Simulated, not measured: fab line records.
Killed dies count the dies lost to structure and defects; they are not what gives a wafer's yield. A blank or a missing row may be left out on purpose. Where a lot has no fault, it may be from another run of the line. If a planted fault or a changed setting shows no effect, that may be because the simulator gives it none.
Matching of chambers | flow n5 finfet | N5_BEOL_M2_CO_CAP_55 on cvd co-01: 3 sister chambers
The step material Co, precursor CCTBA/H2, target thk 2 nm, time 102.1 s. 6 wafers are shown with their chamber, then 12 later ones without.

== EACH WAFER AND ITS CHAMBER ==
wafer  | chamber | heater power w (W)
L086.3 | 1       | 279
L086.4 | 0       | 220
L086.6 | 2       | 215
L091.1 | 2       | 217
L091.3 | 0       | 219
L091.6 | 1       | 282

== WAFERS WITHOUT THEIR CHAMBER ==
wafer  | heater power w (W)
L092.2 | 215
L092.4 | 212
L092.5 | 278
L094.1 | 213
L094.4 | 222
L094.5 | 270
L096.2 | 220
L096.3 | 223
L096.5 | 275
L097.1 | 224
L097.2 | 273
L097.3 | 212

== WHICH CHAMBER EACH ONE RAN IN ==
wafer  | from the rows above | in truth
L092.2 | 2                   | 2
L092.4 | 2                   | 2
L092.5 | 1                   | 1
L094.1 | 2                   | 2
L094.4 | 0                   | 0
L094.5 | 1                   | 1
L096.2 | 0                   | 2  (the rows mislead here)
L096.3 | 0                   | 0
L096.5 | 1                   | 1
L097.1 | 0                   | 0
L097.2 | 1                   | 1
L097.3 | 2                   | 2
Correct placement for 11 of the 12. Can't be placed from these rows: 0. Placed wrongly: 1.
How it was worked out, from the rows above alone: a wafer's distance from a chamber is the root of the sum, over the readings, of the square of ((its reading less the chamber's mean) divided by the reading's scatter). If the next closest chamber is less than 2 further off than the closest, the wafer can't be placed; otherwise it belongs to the closest. Each chamber's mean is taken over the wafers shown for it. The scatter: take each reading less its chamber's mean, square it, sum over the shown wafers, divide by the number of wafers less the number of chambers, and take the root.
